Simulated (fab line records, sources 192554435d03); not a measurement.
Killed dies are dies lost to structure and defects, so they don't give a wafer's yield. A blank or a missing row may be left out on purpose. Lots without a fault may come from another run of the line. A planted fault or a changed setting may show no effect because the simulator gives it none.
fab line records | flow n5_finfet
record lots=24 wafers=72 last_day=18
route steps=1938 shown SPACER0@258 SD_EPI_N@271 SD_EPI_P@307 ILD0@346 SDB@363 DUMMY_REMOVAL@377
lots that met no fault: from a run of the same line without faults
start_h: hours from the record's first day to the start of the lot's first wafer shown | wait_h: hours since the lot's step before | " the same as in the row above | L1.1+2: a row that stands for several wafers | - no value, or no start given | * or withheld: withheld | < > ~ a bound
route shown NAME@n: a module of which the file shows steps, and the number in the route of the first | usual: mean/standard deviation of fault-free wafers | same: alike in all rows | chamber/n: place in a boat | sites: the reading at each site | _std_site: their standard deviation | _edge_site: outer sites' mean less inner sites' | radius_mm: how far each site lies from the wafer's centre | mask NAME#n: copy n | behind: the tool/chamber that last shaped the wafer | hold: why the lot was held/for how many hours/how that ended | device: the transistor (n, p or np) that didn't switch | end of line: the same wafers' tests at the end of the route | a step without rows: its recipe alone | killed: dies lost to structure and defects at the first sort, not the wafer's yield | map: a wafer's dies, x killed, . not, _ none there
set.NAME: the setting as run; set.NAME@STEP: as run at that earlier step | model.NAME: the simulator's own value behind a step, which no gauge read
steps of the route over a sample of lots; a table a step, a row a wafer
services: from which hour (start_h, from the record's first day; less than 0 if before it) a tool's chamber was out of use, for how many hours, and why
## steps
# step N5_SPACER0_ALD_07
# recipe material=SiNx target_thk_a=20 temp_c=400 ald_precursor_family=SiH2I2 ald_co_reactant=N2/H2-plasma pressure_torr=2
# usual heater_power_w=847/100
# columns lot.wafer tool chamber start_h wait_h heater_power_w
L074.1 ald_sin-01 1 48.65 0.1 887
L074.5 " 2 " " 836
L074.6 " 1 " " 876
L075.3 ald_sin-02 2 55.56 0.0 689
L075.4 " 3 " " 737
L075.6 " 1 " " 958
L076.1 ald_sin-03 0 61.47 0.0 1016
L076.3 " 1 " " 808
L076.5 " 1 " " 852
L077.1 ald_sin-01 0 65.55 0.0 942
L077.4 " 1 " " 896
L077.5 " 0 " " 934
L078.1 ald_sin-02 0 71.77 0.0 811
L078.3 " 3 " " 709
L078.5 " 2 " " 709
L079.2 ald_sin-01 3 81.35 0.1 822
L079.3 " 2 " " 836
L079.6 " 2 " " 835
L080.3 ald_sin-01 2 83.90 0.0 823
L080.5 " 1 " " 886
L080.6 " 0 " " 936
L081.1 ald_sin-01 3 89.94 0.7 853
L081.3 " 0 " " 924
L081.6 " 0 " " 916
L082.1 ald_sin-02 2 97.41 0.1 687
L082.4 " 1 " " 1013
L082.5 " 2 " " 693
L083.1 ald_sin-03 1 101.67 0.1 845
L083.2 " 2 " " 756
L083.3 " 3 " " 892
L084.2 ald_sin-01 1 110.08 0.0 901
L084.4 " 0 " " 916
L084.5 " 3 " " 831
L085.1 ald_sin-02 3 113.74 0.0 733
L085.3 " 1 " " 1010
L085.6 " 2 " " 688
L086.1 ald_sin-02 0 121.84 0.1 826
L086.3 " 1 " " 993
L086.4 " 2 " " 693
L087.1 ald_sin-03 1 125.95 0.0 846
L087.2 " 0 " " 1006
L087.5 " 3 " " 858
L088.3 ald_sin-03 3 131.94 0.0 887
L088.4 " 2 " " 770
L088.5 " 3 " " 869
L089.2 ald_sin-03 2 137.68 0.0 777
L089.3 " 1 " " 836
L089.5 " 1 " " 859
L090.2 ald_sin-02 1 145.84 0.4 997
L090.5 " 3 " " 718
L090.6 " 0 " " 809
L091.2 ald_sin-02 0 151.39 0.6 811
L091.5 " 3 " " 729
L091.6 " 1 " " 1006
L092.1 ald_sin-03 1 156.08 0.0 833
L092.2 " 0 " " 1058
L092.5 " 3 " " 873
L093.3 ald_sin-01 3 164.81 0.9 852
L093.4 " 2 " " 842
L093.6 " 0 " " 925
L094.3 ald_sin-02 0 169.76 0.0 789
L094.4 " 1 " " 1007
L094.5 " 3 " " 739
L095.1 ald_sin-02 1 177.61 0.0 995
L095.4 " 3 " " 752
L095.6 " 1 " " 992
L096.2 ald_sin-02 2 181.56 1.6 701
L096.3 " 1 " " 1006
L096.4 " 3 " " 746
L097.1 ald_sin-03 3 187.93 0.8 869
L097.3 " 0 " " 1048
L097.6 " 1 " " 849
# step N5_SD_EPI_N_OVL_MEAS_10
# recipe points_per_wafer=44
# usual SD_N_BLK_OVL=0.1/0.81
# columns lot.wafer tool chamber start_h wait_h SD_N_BLK_OVL[nm]
L074.1 overlay-01 0 49.52 0.0 2.2
L074.5 " 0 " " 1.0
L074.6 " 0 " " 0.5
L075.3 overlay-02 0 56.56 0.0 -0.7
L075.4 " 0 " " -0.8
L075.6 " 0 " " -0.3
L076.1 overlay-01 0 62.34 0.0 0.9
L076.3 " 0 " " -0.7
L076.5 " 0 " " -0.9
L077.1 overlay-01 0 66.55 0.0 0.2
L077.4 " 0 " " -0.7
L077.5 " 0 " " -0.3
L078.1 overlay-02 0 73.60 0.0 1.1
L078.3 " 0 " " 0.6
L078.5 " 0 " " 0.5
L079.2 overlay-02 0 82.38 0.1 -1.2
L079.3 " 0 " " -0.5
L079.6 " 0 " " -1.0
L080.3 overlay-01 0 84.77 0.0 1.0
L080.5 " 0 " " 1.0
L080.6 " 0 " " 0.5
L081.1 overlay-01 0 90.94 0.0 0.5
L081.3 " 0 " " 1.5
L081.6 " 0 " " 0.6
L082.1 overlay-01 0 98.40 0.0 0.5
L082.4 " 0 " " 0.3
L082.5 " 0 " " 0.4
L083.1 overlay-02 0 102.67 0.0 0.9
L083.2 " 0 " " 1.9
L083.3 " 0 " " 0.9
L084.2 overlay-01 0 110.95 0.0 -1.2
L084.4 " 0 " " -1.0
L084.5 " 0 " " -1.2
L085.1 overlay-01 0 114.74 0.0 -0.8
L085.3 " 0 " " -0.2
L085.6 " 0 " " -0.5
L086.1 overlay-02 0 122.84 0.0 1.0
L086.3 " 0 " " 0.8
L086.4 " 0 " " 0.2
L087.1 overlay-01 0 126.95 0.0 0.4
L087.2 " 0 " " 0.2
L087.5 " 0 " " 0.0
L088.3 overlay-02 0 132.82 0.0 -0.1
L088.4 " 0 " " -1.0
L088.5 " 0 " " 0.2
L089.2 overlay-01 0 138.68 0.0 -0.2
L089.3 " 0 " " 0.5
L089.5 " 0 " " 0.7
L090.2 overlay-02 0 146.71 0.0 -0.3
L090.5 " 0 " " -0.9
L090.6 " 0 " " -0.1
L091.2 overlay-02 0 152.26 0.0 -1.0
L091.5 " 0 " " -0.7
L091.6 " 0 " " -0.1
L092.1 overlay-01 0 157.07 0.0 0.2
L092.2 " 0 " " 0.2
L092.5 " 0 " " 1.1
L093.3 overlay-01 0 165.81 0.0 -1.3
L093.4 " 0 " " -1.5
L093.6 " 0 " " -1.6
L094.3 overlay-01 0 170.63 0.0 0.6
L094.4 " 0 " " 1.1
L094.5 " 0 " " -0.7
L095.1 overlay-01 0 178.61 0.0 0.1
L095.4 " 0 " " -0.2
L095.6 " 0 " " 0.4
L096.2 overlay-02 0 182.44 0.0 1.0
L096.3 " 0 " " 0.9
L096.4 " 0 " " 1.4
L097.1 overlay-01 0 188.80 0.0 -0.2
L097.3 " 0 " " -0.3
L097.6 " 0 " " 1.2
# step N5_SD_EPI_P_ETCH_36
# recipe chemistry=CF4 target=SiARC target_depth_a=455 mask_material=CAR-ArF-block time_s=75.8 ion_energy_ev=80 pressure_mtorr=40 source_w=545 bias_w=36 Ar_flow_sccm=100 cf4_flow_sccm=100 ends=cleared
# usual drypump_motor_current_A=5.5/0.39 etch_rf_on_time_s=76.2/2.3 oes_product_au=0.68/0.076 rf_vpp_V=184.1/1.1 showerhead_plenum_p_Torr=2.16/0.064 throttle_valve_pct=15.64/0.21
# columns lot.wafer tool chamber start_h wait_h drypump_motor_current_A etch_rf_on_time_s oes_product_au rf_hours_counter_h rf_vpp_V showerhead_plenum_p_Torr throttle_valve_pct
L074.1 rie_diel-06 2 54.30 0.0 6.1 74.0 0.70 90 185.2 2.15 15.51
L074.5 " 3 " " 5.2 76.7 0.81 - 183.8 2.27 15.22
L074.6 " 2 " " 6.1 73.2 0.70 - 183.8 2.15 15.53
L075.3 rie_diel-02 3 61.24 0.0 5.7 76.4 0.81 9 185.6 2.27 15.66
L075.4 " 1 " " 5.9 76.1 0.63 160 182.6 2.14 15.74
L075.6 " 3 " " 5.7 76.6 0.81 - 186.6 2.27 15.66
L076.1 rie_diel-06 1 66.89 0.0 5.4 73.0 0.77 31 184.3 2.11 15.72
L076.3 " 0 " " 5.6 74.2 0.66 123 186.1 2.24 15.60
L076.5 " 3 " " 5.2 77.4 0.79 - 184.5 2.27 15.25
L077.1 rie_diel-04 3 71.10 0.0 5.4 74.8 0.64 164 185.2 2.23 15.72
L077.4 " 1 " " 5.0 80.6 0.60 195 184.9 2.12 15.79
L077.5 " 0 " " 5.6 77.8 0.78 - 183.5 2.12 15.45
L078.1 rie_diel-04 3 78.42 0.0 5.4 74.1 0.65 166 186.4 2.23 15.72
L078.3 " 0 " " 5.7 78.8 0.76 22 183.3 2.12 15.47
L078.5 " 3 " " 5.4 74.5 0.64 - 183.6 2.23 15.72
L079.2 rie_diel-02 1 86.87 0.0 6.0 77.0 0.62 168 183.3 2.14 15.76
L079.3 " 3 " " 5.7 76.9 0.79 16 184.4 2.26 15.70
L079.6 " 1 " " 6.0 77.3 0.62 - 184.4 2.14 15.75
L080.3 rie_diel-04 3 90.25 0.0 5.4 73.9 0.64 170 184.0 2.23 15.73
L080.5 " 3 " " 5.4 74.0 0.64 - 183.0 2.23 15.73
L080.6 " 0 " " 5.7 78.7 0.76 - 183.2 2.12 15.47
L081.1 rie_diel-04 1 96.67 0.0 5.0 80.2 0.59 201 183.7 2.11 15.80
L081.3 " 0 " " 5.6 78.4 0.76 28 183.7 2.12 15.48
L081.6 " 2 " " 5.7 77.9 0.63 - 182.5 2.06 15.57
L082.1 rie_diel-04 3 103.23 0.0 5.4 74.2 0.64 175 183.7 2.23 15.75
L082.4 " 2 " " 5.7 76.9 0.64 142 182.9 2.06 15.58
L082.5 " 1 " " 5.0 79.9 0.59 - 183.1 2.11 15.81
L083.1 rie_diel-06 3 107.81 0.0 5.2 77.3 0.76 23 185.3 2.26 15.27
L083.2 " 2 " " 6.1 73.5 0.69 107 184.7 2.15 15.56
L083.3 " 1 " " 5.4 72.7 0.75 43 184.2 2.10 15.75
L084.2 rie_diel-06 2 119.16 0.0 6.1 74.0 0.69 110 184.7 2.15 15.57
L084.4 " 3 " " 5.2 77.1 0.76 26 187.1 2.26 15.26
L084.5 " 2 " " 6.0 74.3 0.69 - 182.6 2.15 15.57
L085.1 rie_diel-06 0 119.86 0.0 5.6 74.2 0.65 139 185.4 2.23 15.62
L085.3 " 3 " " 5.2 77.7 0.75 27 185.0 2.26 15.27
L085.6 " 0 " " 5.6 74.1 0.65 - 185.5 2.23 15.64
L086.1 rie_diel-02 0 129.25 0.0 4.7 77.5 0.59 219 183.1 2.14 15.98
L086.3 " 0 " " 4.8 78.0 0.60 - 185.1 2.14 16.01
L086.4 " 1 " " 6.0 76.5 0.61 - 184.8 2.13 15.77
L087.1 rie_diel-06 2 135.33 0.0 6.1 74.1 0.68 115 185.6 2.15 15.59
L087.2 " 1 " " 5.4 72.6 0.75 51 182.9 2.10 15.76
L087.5 " 2 " " 6.1 74.5 0.68 - 185.0 2.15 15.56
L088.3 rie_diel-06 0 137.96 0.0 5.6 74.7 0.65 143 183.8 2.23 15.62
L088.4 " 2 " " 6.1 75.4 0.68 116 183.8 2.15 15.58
L088.5 " 1 " " 5.4 73.1 0.74 - 185.0 2.10 15.76
L089.2 rie_diel-02 2 143.30 0.0 5.8 72.8 0.86 2 183.2 2.11 15.15
L089.3 " 3 " " 5.7 74.5 0.78 29 186.2 2.26 15.73
L089.5 " 2 " " 5.8 73.0 0.85 - 182.7 2.11 15.14
L090.2 rie_diel-06 0 151.18 0.0 5.6 73.8 0.65 148 185.8 2.23 15.63
L090.5 " 2 " " 6.1 74.8 0.67 - 184.1 2.14 15.59
L090.6 " 3 " " 5.2 77.0 0.74 - 186.5 2.26 15.30
L091.2 rie_diel-04 2 156.78 0.0 5.7 77.9 0.62 156 182.8 2.06 15.60
L091.5 " 3 " " 5.4 75.2 0.62 - 185.4 2.22 15.78
L091.6 " 2 " " 5.7 77.7 0.62 - 183.1 2.06 15.61
L092.1 rie_diel-04 2 162.29 0.0 5.7 77.0 0.62 158 183.6 2.06 15.61
L092.2 " 3 " " 5.4 74.6 0.62 190 184.4 2.22 15.77
L092.5 " 0 " " 5.7 78.8 0.73 - 183.8 2.11 15.51
L093.3 rie_diel-02 0 171.08 0.0 4.7 77.2 0.59 231 184.1 2.14 16.02
L093.4 " 2 " " 5.8 72.6 0.83 11 183.3 2.10 15.17
L093.6 " 1 " " 6.0 75.6 0.61 - 183.8 2.13 15.80
L094.3 rie_diel-04 0 175.16 0.0 5.6 77.2 0.73 51 182.6 2.11 15.52
L094.4 " 2 " " 5.7 76.3 0.61 163 183.9 2.06 15.62
L094.5 " 0 " " 5.7 77.1 0.73 - 184.7 2.11 15.50
L095.1 rie_diel-02 3 183.55 0.0 5.7 74.2 0.77 40 186.6 2.25 15.74
L095.4 " 0 " " 4.8 77.9 0.59 235 183.4 2.14 16.03
L095.6 " 0 " " 4.8 77.8 0.58 - 183.9 2.14 16.03
L096.2 rie_diel-04 1 187.05 0.0 5.0 81.5 0.57 227 185.2 2.10 15.86
L096.3 " 2 " " 5.7 77.3 0.62 166 184.3 2.05 15.63
L096.4 " 3 " " 5.4 75.2 0.61 198 184.7 2.22 15.78
L097.1 rie_diel-02 3 196.18 0.0 5.7 75.6 0.75 44 185.7 2.25 15.73
L097.3 " 1 " " 6.0 76.9 0.59 207 184.3 2.13 15.81
L097.6 " 3 " " 5.7 75.7 0.75 - 184.3 2.25 15.72
# step N5_ILD0_INSPECT_06
# recipe inspect_instrument=darkfield mode=post_cmp
# usual raw_defect_count=34/16
# columns lot.wafer tool chamber start_h wait_h raw_defect_count
L074.1 defect_inspect-02 - 65.46 0.0 35
L074.5 " - " " 23
L074.6 " - " " 29
L075.3 defect_inspect-02 - 72.67 0.0 70
L075.4 " - " " 32
L075.6 " - " " 42
L076.1 defect_inspect-02 - 78.95 0.0 39
L076.3 " - " " 40
L076.5 " - " " 10
L077.1 defect_inspect-02 - 81.98 0.0 30
L077.4 " - " " 47
L077.5 " - " " 29
L078.1 defect_inspect-01 - 89.57 0.0 60
L078.3 " - " " 36
L078.5 " - " " 45
L079.2 defect_inspect-02 - 98.63 0.0 20
L079.3 " - " " 53
L079.6 " - " " 56
L080.3 defect_inspect-02 - 101.35 0.0 52
L080.5 " - " " 58
L080.6 " - " " 45
L081.1 defect_inspect-01 - 108.33 0.0 25
L081.3 " - " " 27
L081.6 " - " " 20
L082.1 defect_inspect-02 - 113.92 0.0 20
L082.4 " - " " 8
L082.5 " - " " 17
L083.1 defect_inspect-01 - 118.91 0.0 35
L083.2 " - " " 13
L083.3 " - " " 26
L084.2 defect_inspect-01 - 130.89 0.0 30
L084.4 " - " " 35
L084.5 " - " " 23
L085.1 defect_inspect-01 - 131.59 0.0 27
L085.3 " - " " 36
L085.6 " - " " 33
L086.1 defect_inspect-01 - 141.69 0.0 19
L086.3 " - " " 23
L086.4 " - " " 22
L087.1 defect_inspect-01 - 146.55 0.0 22
L087.2 " - " " 19
L087.5 " - " " 30
L088.3 defect_inspect-02 - 148.72 0.0 32
L088.4 " - " " 40
L088.5 " - " " 41
L089.2 defect_inspect-02 - 155.14 0.0 33
L089.3 " - " " 47
L089.5 " - " " 25
L090.2 defect_inspect-01 - 163.06 0.0 25
L090.5 " - " " 26
L090.6 " - " " 29
L091.2 defect_inspect-02 - 167.77 0.0 106
L091.5 " - " " 52
L091.6 " - " " 50
L092.1 defect_inspect-02 - 173.73 0.0 46
L092.2 " - " " 24
L092.5 " - " " 32
L093.3 defect_inspect-01 - 181.80 0.0 76
L093.4 " - " " 36
L093.6 " - " " 31
L094.3 defect_inspect-02 - 188.28 0.0 28
L094.4 " - " " 37
L094.5 " - " " 25
L095.1 defect_inspect-01 - 194.43 0.0 10
L095.4 " - " " 21
L095.6 " - " " 28
L096.2 defect_inspect-01 - 197.74 0.0 43
L096.3 " - " " 24
L096.4 " - " " 25
L097.1 defect_inspect-02 - 208.98 0.0 14
L097.3 " - " " 34
L097.6 " - " " 30
# step N5_SDB_STRIP_21
# recipe chemistry=CF4 resist=SiARC power_w=300 bias_power_w=75 pressure_mtorr=50 cf4_flow_sccm=150 rf_frequency_hz=6e+07
# usual drypump_motor_current_A=5.5/0.43 oes_product_au=0.78/0.089 rf_vpp_V=271.3/1.6 showerhead_plenum_p_Torr=1.80/0.063 throttle_valve_pct=13.6/0.32
# columns lot.wafer tool chamber start_h wait_h drypump_motor_current_A oes_product_au rf_hours_counter_h rf_vpp_V showerhead_plenum_p_Torr throttle_valve_pct
L074.1 rie_diel-05 1 66.12 0.0 5.6 0.83 71 268.9 1.76 13.6
L074.5 " 3 " " 6.3 0.70 - 270.1 1.78 13.6
L074.6 " 1 " " 5.6 0.83 - 268.9 1.76 13.6
L075.3 rie_diel-01 1 73.33 0.0 5.0 0.71 182 271.9 1.87 13.9
L075.4 " 0 " " 5.8 0.68 221 273.3 1.84 13.9
L075.6 " 1 " " 5.0 0.71 - 272.2 1.87 13.9
L076.1 rie_diel-01 1 79.61 0.0 5.0 0.71 184 271.7 1.87 13.9
L076.3 " 0 " " 5.8 0.68 224 273.3 1.84 13.9
L076.5 " 0 " " 5.8 0.68 - 270.8 1.84 13.9
L077.1 rie_diel-05 0 82.76 0.0 4.7 0.95 2 271.9 1.84 13.2
L077.4 " 0 " " 4.7 0.95 - 272.0 1.84 13.2
L077.5 " 3 " " 6.3 0.70 - 270.4 1.78 13.6
L078.1 rie_diel-03 0 90.36 0.0 5.5 0.73 156 267.7 1.72 13.9
L078.3 " 3 " " 5.4 0.83 63 273.2 1.88 13.4
L078.5 " 3 " " 5.4 0.83 - 274.6 1.88 13.4
L079.2 rie_diel-01 2 99.41 0.0 5.9 0.71 229 270.2 1.70 14.0
L079.3 " 1 " " 5.0 0.70 191 271.6 1.86 13.9
L079.6 " 3 " " 5.6 0.81 - 270.6 1.80 13.2
L080.3 rie_diel-05 0 102.00 0.0 4.7 0.92 10 271.8 1.83 13.2
L080.5 " 0 " " 4.7 0.93 - 273.0 1.83 13.2
L080.6 " 1 " " 5.6 0.82 - 269.4 1.75 13.6
L081.1 rie_diel-01 2 109.11 0.0 5.9 0.70 232 268.8 1.70 14.1
L081.3 " 3 " " 5.6 0.80 78 271.4 1.80 13.2
L081.6 " 0 " " 5.8 0.67 - 271.8 1.84 13.9
L082.1 rie_diel-05 2 115.25 0.0 5.7 0.69 207 270.8 1.77 13.9
L082.4 " 1 " " 5.6 0.81 - 271.3 1.75 13.7
L082.5 " 0 " " 4.7 0.91 - 272.2 1.83 13.2
L083.1 rie_diel-01 2 120.70 0.0 5.9 0.70 237 269.9 1.70 14.1
L083.2 " 0 " " 5.8 0.67 240 272.9 1.83 13.9
L083.3 " 3 " " 5.6 0.79 84 271.7 1.80 13.2
L084.2 rie_diel-03 3 132.08 0.0 5.4 0.83 70 272.3 1.88 13.4
L084.4 " 2 " " 6.0 0.90 22 272.8 1.89 13.2
L084.5 " 3 " " 5.4 0.83 - 272.6 1.88 13.4
L085.1 rie_diel-01 2 132.41 0.0 5.9 0.69 244 268.4 1.70 14.1
L085.3 " 1 " " 5.0 0.70 202 271.9 1.86 14.0
L085.6 " 3 " " 5.6 0.79 - 271.2 1.80 13.2
L086.1 rie_diel-01 2 142.35 0.0 5.9 0.69 248 268.3 1.70 14.1
L086.3 " 1 " " 5.1 0.70 207 271.9 1.86 13.9
L086.4 " 2 " " 5.9 0.69 - 269.9 1.70 14.1
L087.1 rie_diel-05 2 147.41 0.0 5.7 0.68 220 270.9 1.77 13.9
L087.2 " 0 " " 4.7 0.87 29 271.3 1.83 13.2
L087.5 " 1 " " 5.5 0.80 - 268.3 1.75 13.7
L088.3 rie_diel-03 0 149.50 0.0 5.5 0.72 172 270.2 1.71 13.9
L088.4 " 2 " " 6.0 0.89 26 274.2 1.89 13.2
L088.5 " 2 " " 6.0 0.89 - 273.1 1.89 13.2
L089.2 rie_diel-03 0 156.25 0.0 5.5 0.72 174 268.5 1.71 13.9
L089.3 " 2 " " 6.0 0.88 29 272.3 1.89 13.2
L089.5 " 1 " " 5.0 0.68 - 268.9 1.70 13.9
L090.2 rie_diel-01 1 163.73 0.0 5.0 0.69 216 271.5 1.86 14.0
L090.5 " 0 " " 5.8 0.96 - 271.0 1.83 13.4
L090.6 " 1 " " 5.0 0.68 - 273.7 1.86 14.0
L091.2 rie_diel-05 0 168.59 0.0 4.7 0.86 37 272.6 1.83 13.3
L091.5 " 1 " " 5.6 0.79 - 270.5 1.75 13.7
L091.6 " 0 " " 4.7 0.86 - 271.8 1.83 13.3
L092.1 rie_diel-05 0 174.39 0.0 4.7 0.87 39 271.2 1.83 13.3
L092.2 " 1 " " 5.6 0.79 115 272.3 1.75 13.7
L092.5 " 0 " " 4.7 0.86 - 271.9 1.83 13.3
L093.3 rie_diel-03 0 182.46 0.0 5.5 0.72 184 269.5 1.71 14.0
L093.4 " 1 " " 5.0 0.96 0 273.3 1.91 13.4
L093.6 " 3 " " 5.4 0.80 - 274.0 1.88 13.4
L094.3 rie_diel-05 3 189.07 0.0 6.3 0.89 27 271.8 1.77 13.1
L094.4 " 2 " " 5.7 0.67 235 270.8 1.77 13.9
L094.5 " 0 " " 4.7 0.85 - 271.4 1.82 13.3
L095.1 rie_diel-03 0 195.22 0.0 5.5 0.71 188 269.0 1.71 14.0
L095.4 " 1 " " 5.0 0.92 4 274.3 1.91 13.4
L095.6 " 1 " " 5.0 0.93 - 272.4 1.91 13.4
L096.2 rie_diel-03 3 198.40 0.0 5.4 0.80 92 273.8 1.87 13.5
L096.3 " 0 " " 5.5 0.71 189 270.9 1.71 14.0
L096.4 " 2 " " 6.0 0.85 45 273.7 1.88 13.2
L097.1 rie_diel-01 3 209.76 0.0 5.6 0.76 121 272.2 1.79 13.4
L097.3 " 0 " " 5.8 0.90 20 272.3 1.83 13.4
L097.6 " 3 " " 5.6 0.76 - 270.9 1.79 13.3
# step N5_DUMMY_REMOVAL_HM_STRIP_01
# recipe chemistry=CH3F/O2 material=SiNx target_depth_a=40 stop_on=poly-Si time_s=6.8 over_etch_frac=0.3 ion_energy_ev=60 power_w=410 bias_w=29 Ar_flow_sccm=150 CH3F_flow_sccm=30 O2_flow_sccm=20
# usual drypump_motor_current_A=5.5/0.4 oes_product_au=0.64/0.07 rf_vpp_V=127.4/1 showerhead_plenum_p_Torr=2.01/0.06 throttle_valve_pct=16.38/0.2
# columns lot.wafer tool chamber start_h wait_h drypump_motor_current_A oes_product_au rf_hours_counter_h rf_vpp_V showerhead_plenum_p_Torr throttle_valve_pct
L074.1 rie_diel-06 1 69.88 0.1 5.4 0.72 32 128.0 1.97 16.46
L074.5 " 3 " " 5.2 0.75 - 128.6 2.13 15.98
L074.6 " 2 " " 6.1 0.65 - 128.3 2.00 16.16
L075.3 rie_diel-02 1 77.30 0.2 6.0 0.59 165 127.2 1.99 16.38
L075.4 " 0 " " 4.8 0.59 199 125.5 2.01 16.70
L075.6 " 3 " " 5.7 0.77 - 127.4 2.11 16.32
L076.1 rie_diel-06 0 83.49 0.0 5.6 0.62 128 128.9 2.10 16.37
L076.3 " 1 " " 5.4 0.72 35 127.2 1.96 16.47
L076.5 " 2 " " 6.0 0.65 - 128.1 1.99 16.16
L077.1 rie_diel-02 1 86.52 0.0 6.0 0.59 168 126.5 1.99 16.38
L077.4 " 2 " " 5.8 0.56 246 127.8 1.98 16.41
L077.5 " 3 " " 5.7 0.75 - 127.3 2.11 16.33
L078.1 rie_diel-02 1 94.03 0.0 6.0 0.60 170 126.2 1.99 16.41
L078.3 " 3 " " 5.7 0.76 18 128.1 2.11 16.33
L078.5 " 1 " " 5.9 0.59 - 127.1 1.99 16.40
L079.2 rie_diel-04 2 103.86 0.3 5.7 0.60 143 125.0 1.92 16.28
L079.3 " 1 " " 5.0 0.58 204 127.5 1.98 16.55
L079.6 " 1 " " 5.0 0.58 - 126.5 1.98 16.56
L080.3 rie_diel-04 3 106.31 0.0 5.4 0.59 176 128.2 2.08 16.42
L080.5 " 0 " " 5.7 0.72 - 126.7 1.97 16.19
L080.6 " 3 " " 5.4 0.59 - 128.1 2.08 16.41
L081.1 rie_diel-02 3 112.78 0.0 5.7 0.74 20 128.9 2.11 16.34
L081.3 " 1 " " 5.9 0.59 179 128.6 1.99 16.43
L081.6 " 1 " " 6.0 0.59 - 127.3 1.98 16.40
L082.1 rie_diel-04 1 119.48 0.0 5.0 0.58 208 128.1 1.97 16.56
L082.4 " 0 " " 5.6 0.72 35 128.4 1.97 16.20
L082.5 " 1 " " 5.0 0.58 - 126.5 1.97 16.57
L083.1 rie_diel-04 1 124.68 0.0 5.0 0.58 209 127.2 1.97 16.57
L083.2 " 3 " " 5.4 0.60 180 128.9 2.08 16.42
L083.3 " 0 " " 5.7 0.73 36 126.5 1.97 16.22
L084.2 rie_diel-02 2 135.81 0.0 5.8 0.82 0 126.5 1.98 15.96
L084.4 " 1 " " 6.0 0.59 188 128.3 1.98 16.44
L084.5 " 2 " " 5.8 0.83 - 125.5 1.98 15.95
L085.1 rie_diel-04 3 136.38 0.1 5.4 0.60 183 127.3 2.08 16.41
L085.3 " 0 " " 5.7 0.72 40 125.2 1.97 16.22
L085.6 " 2 " " 5.7 0.59 - 127.9 1.92 16.28
L086.1 rie_diel-04 2 146.21 0.2 5.7 0.60 153 126.7 1.92 16.30
L086.3 " 1 " " 5.0 0.57 215 127.3 1.97 16.57
L086.4 " 0 " " 5.7 0.71 42 127.6 1.97 16.21
L087.1 rie_diel-02 0 151.77 0.0 4.8 0.57 226 129.4 2.00 16.73
L087.2 " 3 " " 5.7 0.74 32 128.1 2.10 16.35
L087.5 " 1 " " 6.0 0.58 - 127.9 1.98 16.43
L088.3 rie_diel-04 3 153.27 0.0 5.4 0.59 188 126.5 2.08 16.45
L088.4 " 0 " " 5.6 0.72 44 129.8 1.97 16.23
L088.5 " 0 " " 5.6 0.71 - 127.3 1.97 16.23
L089.2 rie_diel-06 3 160.17 0.0 5.2 0.71 39 127.6 2.12 16.04
L089.3 " 0 " " 5.6 0.60 151 129.0 2.09 16.40
L089.5 " 3 " " 5.2 0.71 - 129.4 2.12 16.04
L090.2 rie_diel-06 2 168.37 0.0 6.1 0.63 125 128.6 1.99 16.21
L090.5 " 2 " " 6.1 0.63 - 128.7 1.99 16.21
L090.6 " 1 " " 5.4 0.69 - 126.4 1.96 16.51
L091.2 rie_diel-02 1 172.75 0.0 6.0 0.58 199 126.9 1.98 16.44
L091.5 " 1 " " 6.0 0.58 - 126.6 1.98 16.44
L091.6 " 0 " " 4.8 0.57 - 125.8 2.00 16.76
L092.1 rie_diel-02 1 178.48 0.0 6.0 0.57 202 126.7 1.98 16.46
L092.2 " 0 " " 4.7 0.57 234 127.5 2.00 16.75
L092.5 " 0 " " 4.7 0.57 - 126.7 2.00 16.74
L093.3 rie_diel-06 2 186.14 0.0 6.1 0.62 131 125.6 1.98 16.24
L093.4 " 2 " " 6.1 0.62 - 126.6 1.98 16.22
L093.6 " 0 " " 5.6 0.59 - 125.8 2.09 16.43
L094.3 rie_diel-04 3 193.84 0.0 5.4 0.58 201 126.5 2.07 16.46
L094.4 " 0 " " 5.7 0.70 57 126.2 1.97 16.25
L094.5 " 3 " " 5.4 0.58 - 128.7 2.07 16.48
L095.1 rie_diel-02 1 199.24 0.0 6.0 0.57 208 128.7 1.98 16.47
L095.4 " 3 " " 5.7 0.71 - 128.6 2.10 16.39
L095.6 " 1 " " 6.0 0.57 - 126.6 1.98 16.46
L096.2 rie_diel-04 2 202.07 0.0 5.7 0.59 171 126.6 1.91 16.31
L096.3 " 0 " " 5.6 0.68 59 127.3 1.96 16.25
L096.4 " 1 " " 5.0 0.56 233 126.3 1.97 16.58
L097.1 rie_diel-06 3 213.43 0.0 5.2 0.69 48 129.3 2.12 16.06
L097.3 " 1 " " 5.4 0.67 72 127.1 1.95 16.53
L097.6 " 2 " " 6.1 0.63 - 126.4 1.98 16.23
## services
# columns tool chamber start_h hours kind
ald_sin-01 1 26.36 2.8 repair
rie_diel-04 2 33.25 6.9 repair
rie_diel-01 0 36.21 7.6 repair
rie_diel-01 2 37.04 3.7 repair
rie_diel-01 3 40.19 5.7 repair
rie_diel-01 - 51.33 2.8 pm
rie_diel-03 - 57.49 2.8 pm
rie_diel-05 2 79.97 7.6 repair
ald_sin-03 - 86.14 14.0 pm
rie_diel-01 3 91.95 1.8 repair
rie_diel-02 3 98.29 13.9 repair
rie_diel-02 - 99.37 0.4 repair
rie_diel-03 3 102.94 20.2 repair
rie_diel-03 2 110.03 1.3 repair
rie_diel-03 - 114.49 14.6 pm
rie_diel-04 - 115.63 0.3 repair
rie_diel-01 3 120.80 2.2 repair
rie_diel-01 1 123.00 5.2 repair
ald_sin-02 2 140.54 34.7 repair
ald_sin-03 - 142.68 6.1 pm
rie_diel-03 0 167.94 1.8 repair
ald_sin-01 3 170.45 13.0 repair
rie_diel-06 3 176.37 19.3 repair
ald_sin-02 - 187.18 6.0 pm
## key
fault none
